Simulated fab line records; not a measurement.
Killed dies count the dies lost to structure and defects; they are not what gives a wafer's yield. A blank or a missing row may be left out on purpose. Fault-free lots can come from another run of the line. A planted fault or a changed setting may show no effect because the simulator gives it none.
Matching of chambers -- flow n5_finfet -- N5_BEOL_M2_ILD_DEP_00 on pecvd-04 has 3 sister chambers
The step deposits SiOC from DEMS/O2, target thk 79 nm, time 15.3 s. 6 wafers are shown with their chamber, then 12 later ones without.

== WAFERS WITH THEIR CHAMBER ==
wafer,chamber,showerhead_plenum_p_Torr (Torr),heater_power_w (W)
L088.2,1,5.705,508
L088.3,2,5.705,388
L088.5,1,5.703,516
L089.2,0,5.656,575
L089.4,0,5.662,566
L089.6,2,5.694,444

== WAFERS WITHOUT THEIR CHAMBER ==
wafer,showerhead_plenum_p_Torr (Torr),heater_power_w (W)
L091.2,5.665,538
L091.4,5.694,406
L091.6,5.679,537
L093.3,5.672,477
L093.4,5.692,488
L093.5,5.720,502
L097.1,5.722,562
L097.4,5.660,465
L097.5,5.708,556
L096.1,5.710,461
L096.2,5.673,573
L096.3,5.713,512

== THE CHAMBER EACH PASSED THROUGH ==
wafer,from the rows above,in truth
L091.2,0,0
L091.4,2,2
L091.6,can't be placed: 0 or 1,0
L093.3,can't be placed: 0 or 2 or 1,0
L093.4,can't be placed: 1 or 2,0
L093.5,1,1
L097.1,1,1
L097.4,0,0
L097.5,1,1
L096.1,can't be placed: 1 or 2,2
L096.2,0,0
L096.3,1,1
8 of 12 placed correctly. Cannot be placed on the basis of these rows: 4; the candidates contain the true chamber in 3. Wrongly placed: 0.
How it was worked out, from the rows above alone: a wafer's distance from a chamber is the root of the sum, over the readings, of the square of ((its reading less the chamber's mean) divided by the reading's scatter). The wafer belongs to the nearest chamber; if the next one is less than 2 further off, it can't be placed. A chamber's mean is the mean of its shown wafers. The scatter: the root of (the sum of the squares of (reading less its chamber's mean) over the shown wafers, divided by (wafers less chambers)).
